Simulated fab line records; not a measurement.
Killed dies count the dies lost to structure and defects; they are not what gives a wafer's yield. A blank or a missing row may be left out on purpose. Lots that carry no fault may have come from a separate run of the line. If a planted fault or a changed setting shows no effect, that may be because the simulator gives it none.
Comparing a struck lot with a sound one | flow nand harc | 14 out of 1159 route steps
Sound: wafers L869.3, L869.5, L869.6. Struck: wafer L877.1. (L877.3, L877.4 of the same lot were not struck and are left out.) The cause comes at the end.
Per side, at each step with rows, come the tool, then ch with its chambers, and then its first start. Under that, the readings that differ: sound wafers | struck wafers | difference of the means | sigmas: that difference in standard deviations of wafers without a fault.
alike: words and numbers the same on both sides, and readings whose means are apart by under 2 such deviations; not compared: readings that were withheld, readings missing a value for some wafer, numbers with overlapping values and no deviation given by the record, and bounds like >300 which may hide the same value.
The two part at a step that has a row with sigmas, a row that says differs or no value, or rows on one side only. Non-overlapping numbers with no deviation appear without sigmas and do not part them. Lack of a reading on every wafer of one side parts them only where that side has two or more wafers.

first, 7 steps without rows for these wafers: NHARC_P_BONDPAD_COAT_36 (time 65 s); NHARC_P_BONDPAD_COAT_03 (resist thk 600 nm); NHARC_P_BONDPAD_SOFTBAKE_04 (time 70 s); NHARC_P_BONDPAD_EBR_05; NHARC_P_BONDPAD_EXPOSE_06 (exposes mask P BPAD); NHARC_P_BONDPAD_PEB_07 (peb time 80 s); NHARC_P_BONDPAD_DEVELOP_08 (time 50 s).
NHARC_P_BONDPAD_CD_MEAS_09: the cd target is 500 nm.
  sound on cd sem-02 ch 0, day 8 03:29; struck on cd sem-03 ch 0, day 9 17:13
  alike: cd nm
NHARC_P_BONDPAD_OVL_MEAS_38:
  sound: overlay-02 at day 8 03:35; struck: overlay-02 at day 9 17:19
  alike: overlay x nm, overlay y nm
then, 1 step without rows for these wafers: NHARC_P_BONDPAD_HARDBAKE_10 (time 65 s).
NHARC_P_BONDPAD_DESCUM_11: chemistry O2, time 3 s.
  sound on rie diel-08 ch 0,1, day 8 03:43; struck on rie diel-08 ch 3, day 9 17:26
  reading                | sound                | struck | difference | sigmas
  throttle valve pct (%) | 11.305 11.301 11.312 | 11.324 | +0.018     | +2
  alike: drypump motor current A, mfc ar sccm, oes product au, rf vpp V, showerhead plenum p Torr
  not compared: rf hours counter h
NHARC_P_BONDPAD_ETCH_37: etches the open film in N2/H2, target depth 60 nm, overetch 18 nm, time 65.91 s.
  sound on rie diel-08 ch 0,2,3, day 8 03:49; struck on rie diel-08 ch 3, day 9 17:32
  alike: drypump motor current A, mfc ar sccm, oes product au, rf vpp V, run length s, showerhead plenum p Torr, throttle valve pct
  not compared: rf hours counter h
NHARC_P_BONDPAD_ETCH_12: etches the open film in CHF3/O2, target depth 200 nm, time 100 s.
  sound on rie diel-08 ch 0,1, day 8 03:53; struck on rie diel-08 ch 2, day 9 17:37
  reading                     | sound             | struck | difference | sigmas
  drypump motor current A (A) | 5.15 5.17 5.31    | 5.92   | +0.71      | +2
  run length s (s)            | 121.1 121.8 120.8 | 113.6  | -7.6       | -18
  alike: mfc ar sccm, oes product au, rf vpp V, showerhead plenum p Torr, throttle valve pct
  not compared: rf hours counter h
NHARC_P_BONDPAD_CD_MEAS_13:
  sound: cd sem-01 at day 8 04:01; struck: cd sem-02 at day 9 17:46
  alike: cd nm

WHERE THEY PART
Earliest at NHARC_P_BONDPAD_DESCUM_11; latest, in this record, at NHARC_P_BONDPAD_ETCH_12. Later steps at which nothing parts them and some readings are alike: NHARC_P_BONDPAD_CD_MEAS_13.

WHY: what the simulator had put in
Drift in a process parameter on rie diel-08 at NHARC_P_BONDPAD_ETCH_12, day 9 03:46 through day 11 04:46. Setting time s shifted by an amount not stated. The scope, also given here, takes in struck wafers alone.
